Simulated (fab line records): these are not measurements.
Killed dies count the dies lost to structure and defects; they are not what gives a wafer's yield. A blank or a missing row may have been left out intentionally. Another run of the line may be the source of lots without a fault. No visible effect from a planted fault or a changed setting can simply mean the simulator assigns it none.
Chamber matching || flow nand_harc || NHARC_A_STAIRCASE_ALD_415 on ald_hk-04 has 4 sister chambers
The step deposits SiO2, target thk 30 nm, pulse time 6 s, ald cycles 300. 22 wafers are shown with their chamber, then 11 later ones without.

== WAFERS WITH THEIR CHAMBER ==
{"wafer": "L074.3", "chamber": 1, "heater_power_w (W)": 420, "heater_power_outer_w (W)": 242, "precursor_pulse_height_rel": 0.961}
{"wafer": "L074.4", "chamber": 3, "heater_power_w (W)": 434, "heater_power_outer_w (W)": 243, "precursor_pulse_height_rel": 1.024}
{"wafer": "L074.5", "chamber": 1, "heater_power_w (W)": 429, "heater_power_outer_w (W)": 241, "precursor_pulse_height_rel": 1.019}
{"wafer": "L077.1", "chamber": 1, "heater_power_w (W)": 430, "heater_power_outer_w (W)": 245, "precursor_pulse_height_rel": 1.009}
{"wafer": "L077.4", "chamber": 3, "heater_power_w (W)": 419, "heater_power_outer_w (W)": 236, "precursor_pulse_height_rel": 1.005}
{"wafer": "L077.5", "chamber": 3, "heater_power_w (W)": 430, "heater_power_outer_w (W)": 243, "precursor_pulse_height_rel": 0.994}
{"wafer": "L081.1", "chamber": 1, "heater_power_w (W)": 435, "heater_power_outer_w (W)": 244, "precursor_pulse_height_rel": 0.984}
{"wafer": "L081.4", "chamber": 0, "heater_power_w (W)": 535, "heater_power_outer_w (W)": 301, "precursor_pulse_height_rel": 1.008}
{"wafer": "L081.5", "chamber": 2, "heater_power_w (W)": 421, "heater_power_outer_w (W)": 246, "precursor_pulse_height_rel": 1.026}
{"wafer": "L083.1", "chamber": 3, "heater_power_w (W)": 423, "heater_power_outer_w (W)": 246, "precursor_pulse_height_rel": 1.001}
{"wafer": "L083.3", "chamber": 0, "heater_power_w (W)": 542, "heater_power_outer_w (W)": 317, "precursor_pulse_height_rel": 1.007}
{"wafer": "L083.6", "chamber": 0, "heater_power_w (W)": 539, "heater_power_outer_w (W)": 301, "precursor_pulse_height_rel": 1.000}
{"wafer": "L086.1", "chamber": 0, "heater_power_w (W)": 538, "heater_power_outer_w (W)": 310, "precursor_pulse_height_rel": 0.998}
{"wafer": "L086.4", "chamber": 3, "heater_power_w (W)": 424, "heater_power_outer_w (W)": 241, "precursor_pulse_height_rel": 1.008}
{"wafer": "L086.6", "chamber": 1, "heater_power_w (W)": 430, "heater_power_outer_w (W)": 237, "precursor_pulse_height_rel": 0.993}
{"wafer": "L085.2", "chamber": 2, "heater_power_w (W)": 429, "heater_power_outer_w (W)": 238, "precursor_pulse_height_rel": 1.011}
{"wafer": "L085.3", "chamber": 0, "heater_power_w (W)": 553, "heater_power_outer_w (W)": 313, "precursor_pulse_height_rel": 0.990}
{"wafer": "L085.6", "chamber": 0, "heater_power_w (W)": 553, "heater_power_outer_w (W)": 312, "precursor_pulse_height_rel": 1.017}
{"wafer": "L087.3", "chamber": 1, "heater_power_w (W)": 433, "heater_power_outer_w (W)": 236, "precursor_pulse_height_rel": 0.990}
{"wafer": "L087.4", "chamber": 2, "heater_power_w (W)": 425, "heater_power_outer_w (W)": 249, "precursor_pulse_height_rel": 0.990}
{"wafer": "L087.6", "chamber": 1, "heater_power_w (W)": 433, "heater_power_outer_w (W)": 238, "precursor_pulse_height_rel": 1.011}
{"wafer": "L089.1", "chamber": 0, "heater_power_w (W)": 547, "heater_power_outer_w (W)": 318, "precursor_pulse_height_rel": 0.989}

SIGNATURES (averages over the wafers above)
{"reading": "heater_power_w", "chamber 0": 543.86, "chamber 1": 430.00, "chamber 2": 425.00, "chamber 3": 426.00, "scatter within a chamber": 5.94}
{"reading": "heater_power_outer_w", "chamber 0": 310.29, "chamber 1": 240.43, "chamber 2": 244.33, "chamber 3": 241.80, "scatter within a chamber": 5.17}
{"reading": "precursor_pulse_height_rel", "chamber 0": 1.00129, "chamber 1": 0.99529, "chamber 2": 1.00900, "chamber 3": 1.00640, "scatter within a chamber": 0.0151}
Rule: for each reading, subtract the chamber's mean from the wafer's reading, divide by that reading's scatter and square the result; add these up over the readings and take the root, which gives the wafer's distance from the chamber. The wafer belongs to the nearest chamber; if the next one is less than 2 further off, it can't be placed. The scatter: take each reading less its chamber's mean, square it, sum over the shown wafers, divide by the number of wafers less the number of chambers, and take the root.

== WAFERS WHOSE CHAMBER IS MISSING ==
{"wafer": "L089.2", "heater_power_w (W)": 448, "heater_power_outer_w (W)": 246, "precursor_pulse_height_rel": 0.967}
{"wafer": "L089.4", "heater_power_w (W)": 431, "heater_power_outer_w (W)": 248, "precursor_pulse_height_rel": 0.977}
{"wafer": "L090.3", "heater_power_w (W)": 421, "heater_power_outer_w (W)": 250, "precursor_pulse_height_rel": 1.016}
{"wafer": "L090.4", "heater_power_w (W)": 538, "heater_power_outer_w (W)": 305, "precursor_pulse_height_rel": 0.998}
{"wafer": "L090.5", "heater_power_w (W)": 429, "heater_power_outer_w (W)": 243, "precursor_pulse_height_rel": 1.003}
{"wafer": "L092.1", "heater_power_w (W)": 429, "heater_power_outer_w (W)": 246, "precursor_pulse_height_rel": 0.975}
{"wafer": "L092.2", "heater_power_w (W)": 420, "heater_power_outer_w (W)": 251, "precursor_pulse_height_rel": 0.962}
{"wafer": "L092.3", "heater_power_w (W)": 425, "heater_power_outer_w (W)": 244, "precursor_pulse_height_rel": 1.023}
{"wafer": "L093.1", "heater_power_w (W)": 435, "heater_power_outer_w (W)": 252, "precursor_pulse_height_rel": 0.999}
{"wafer": "L093.4", "heater_power_w (W)": 423, "heater_power_outer_w (W)": 250, "precursor_pulse_height_rel": 1.027}
{"wafer": "L093.5", "heater_power_w (W)": 417, "heater_power_outer_w (W)": 243, "precursor_pulse_height_rel": 0.997}

== THE CHAMBER EACH PASSED THROUGH ==
{"wafer": "L089.2", "from the rows above": "can't be placed: 1 or 3 or 2", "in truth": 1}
{"wafer": "L089.4", "from the rows above": "can't be placed: 1 or 3 or 2", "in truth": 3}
{"wafer": "L090.3", "from the rows above": "can't be placed: 2 or 3 or 1", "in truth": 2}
{"wafer": "L090.4", "from the rows above": 0, "in truth": 0}
{"wafer": "L090.5", "from the rows above": "can't be placed: 3 or 1 or 2", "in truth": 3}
{"wafer": "L092.1", "from the rows above": "can't be placed: 1 or 3 or 2", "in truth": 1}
{"wafer": "L092.2", "from the rows above": "can't be placed: 1 or 2 or 3", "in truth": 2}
{"wafer": "L092.3", "from the rows above": "can't be placed: 2 or 3 or 1", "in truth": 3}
{"wafer": "L093.1", "from the rows above": "can't be placed: 2 or 1 or 3", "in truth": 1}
{"wafer": "L093.4", "from the rows above": "can't be placed: 2 or 3 or 1", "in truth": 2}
{"wafer": "L093.5", "from the rows above": "can't be placed: 2 or 3 or 1", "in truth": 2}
Correct placement for 1 of the 11. Cannot be placed on the basis of these rows: 10; the candidates contain the true chamber in 10. Number placed wrongly: 0.
